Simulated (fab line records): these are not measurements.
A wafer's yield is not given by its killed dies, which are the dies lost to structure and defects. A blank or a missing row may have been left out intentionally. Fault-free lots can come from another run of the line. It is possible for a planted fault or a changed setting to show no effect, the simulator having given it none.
Which tool is to blame? / flow n5Finfet / 33 wafers from 11 lots sampled at 5 of the route's 1938 steps

WHAT EACH GAUGE READ, for each wafer
N5_BEOL_M4_RC_MEAS_101.
lot=L838; measured=day 7 17:26; on=prober-02; DIBL_N (mV/V)=39.2 33.8 36.4
lot=L841; measured=day 8 11:45; on=prober-01; DIBL_N (mV/V)=34.5 36.0 32.3
lot=L842; measured=day 8 22:14; on=prober-01; DIBL_N (mV/V)=34.4 32.4 35.2
lot=L846; measured=day 9 15:30; on=prober-01; DIBL_N (mV/V)=36.6 36.1 34.6
lot=L847; measured=day 10 03:38; on=prober-02; DIBL_N (mV/V)=36.4 39.9 38.9
lot=L855; measured=day 12 07:19; on=prober-02; DIBL_N (mV/V)=37.8 38.4 37.0
lot=L854; measured=day 12 15:23; on=prober-01; DIBL_N (mV/V)=38.5 34.5 37.0
lot=L857; measured=day 12 15:27; on=prober-02; DIBL_N (mV/V)=39.0 34.5 33.6
lot=L859; measured=day 13 12:19; on=prober-02; DIBL_N (mV/V)=35.4 37.1 35.8
lot=L860; measured=day 13 16:30; on=prober-01; DIBL_N (mV/V)=36.7 37.6 35.3
lot=L861; measured=day 14 01:40; on=prober-01; DIBL_N (mV/V)=36.2 37.2 38.3

EACH LOT AND THE TOOL THAT RAN IT (in order: tool; ch and the chambers of the sampled wafers; start)
lot=L838; N5_BEOL_M4_DEGAS_44=pvdSputter-01, day 7 13:37; N5_BEOL_M4_PRE_CLEAN_45=pvdSputter-01, day 7 13:40; N5_BEOL_M4_ANNEAL_49=pvdSputter-03, day 7 14:20; N5_BEOL_M4_SPUTTER_94=pvdSputter-03, day 7 15:48
lot=L841; N5_BEOL_M4_DEGAS_44=pvdSputter-02, day 8 08:11; N5_BEOL_M4_PRE_CLEAN_45=pvdSputter-02, day 8 08:14; N5_BEOL_M4_ANNEAL_49=pvdSputter-03, day 8 08:49; N5_BEOL_M4_SPUTTER_94=pvdSputter-03, day 8 10:17
lot=L842; N5_BEOL_M4_DEGAS_44=pvdSputter-02, day 8 18:15; N5_BEOL_M4_PRE_CLEAN_45=pvdSputter-02, day 8 18:17; N5_BEOL_M4_ANNEAL_49=pvdSputter-02, day 8 19:09; N5_BEOL_M4_SPUTTER_94=pvdSputter-02, day 8 20:37
lot=L846; N5_BEOL_M4_DEGAS_44=pvdSputter-02, day 9 11:37; N5_BEOL_M4_PRE_CLEAN_45=pvdSputter-02, day 9 11:40; N5_BEOL_M4_ANNEAL_49=pvdSputter-01, day 9 12:29; N5_BEOL_M4_SPUTTER_94=pvdSputter-01, day 9 13:57
lot=L847; N5_BEOL_M4_DEGAS_44=pvdSputter-03, day 9 23:54; N5_BEOL_M4_PRE_CLEAN_45=pvdSputter-03, day 9 23:56; N5_BEOL_M4_ANNEAL_49=pvdSputter-02, day 10 00:40; N5_BEOL_M4_SPUTTER_94=pvdSputter-02, day 10 02:07
lot=L855; N5_BEOL_M4_DEGAS_44=pvdSputter-02, day 12 03:04; N5_BEOL_M4_PRE_CLEAN_45=pvdSputter-02, day 12 03:06; N5_BEOL_M4_ANNEAL_49=pvdSputter-03, day 12 03:58; N5_BEOL_M4_SPUTTER_94=pvdSputter-03, day 12 05:26
lot=L854; N5_BEOL_M4_DEGAS_44=pvdSputter-03, day 12 11:32; N5_BEOL_M4_PRE_CLEAN_45=pvdSputter-03, day 12 11:35; N5_BEOL_M4_ANNEAL_49=pvdSputter-01, day 12 12:11; N5_BEOL_M4_SPUTTER_94=pvdSputter-01, day 12 13:38
lot=L857; N5_BEOL_M4_DEGAS_44=pvdSputter-02, day 12 11:44; N5_BEOL_M4_PRE_CLEAN_45=pvdSputter-02, day 12 11:47; N5_BEOL_M4_ANNEAL_49=pvdSputter-03, day 12 12:22; N5_BEOL_M4_SPUTTER_94=pvdSputter-03, day 12 13:50
lot=L859; N5_BEOL_M4_DEGAS_44=pvdSputter-03, day 13 08:17; N5_BEOL_M4_PRE_CLEAN_45=pvdSputter-03, day 13 08:20; N5_BEOL_M4_ANNEAL_49=pvdSputter-01, day 13 08:58; N5_BEOL_M4_SPUTTER_94=pvdSputter-01, day 13 10:25
lot=L860; N5_BEOL_M4_DEGAS_44=pvdSputter-02, day 13 12:18; N5_BEOL_M4_PRE_CLEAN_45=pvdSputter-02, day 13 12:20; N5_BEOL_M4_ANNEAL_49=pvdSputter-01, day 13 13:18; N5_BEOL_M4_SPUTTER_94=pvdSputter-01, day 13 14:46
lot=L861; N5_BEOL_M4_DEGAS_44=pvdSputter-02, day 13 21:38; N5_BEOL_M4_PRE_CLEAN_45=pvdSputter-02, day 13 21:41; N5_BEOL_M4_ANNEAL_49=pvdSputter-01, day 13 22:26; N5_BEOL_M4_SPUTTER_94=pvdSputter-01, day 13 23:53
- N5_BEOL_M4_DEGAS_44: time 60 s.
- N5_BEOL_M4_PRE_CLEAN_45: time 30 s.
- N5_BEOL_M4_ANNEAL_49: time 240 s.
- N5_BEOL_M4_SPUTTER_94: material Cu, target thk 4.5 nm, time 8.29 s.

THE ANSWER, worked out from the rows above alone
Rule: the usual values come from the lots themselves. Put in order of their means at a reading, lots are off if they are a third of the lots or fewer, leave a main group of 4 or more, and stand apart from it by a gap of 3 or more times the standard deviation of the main group's means; of several such gaps the widest counts. If all means in a main group match to the digits the tables above print for the reading, that group is not used. A lot without any number at a reading at which 4 lots or more have one is off too. Where the step has rows for the other lots, those lots are counted as sound.
Nothing can be told from this: no lot is off at any reading shown.

WHAT THE SIMULATOR PUT IN
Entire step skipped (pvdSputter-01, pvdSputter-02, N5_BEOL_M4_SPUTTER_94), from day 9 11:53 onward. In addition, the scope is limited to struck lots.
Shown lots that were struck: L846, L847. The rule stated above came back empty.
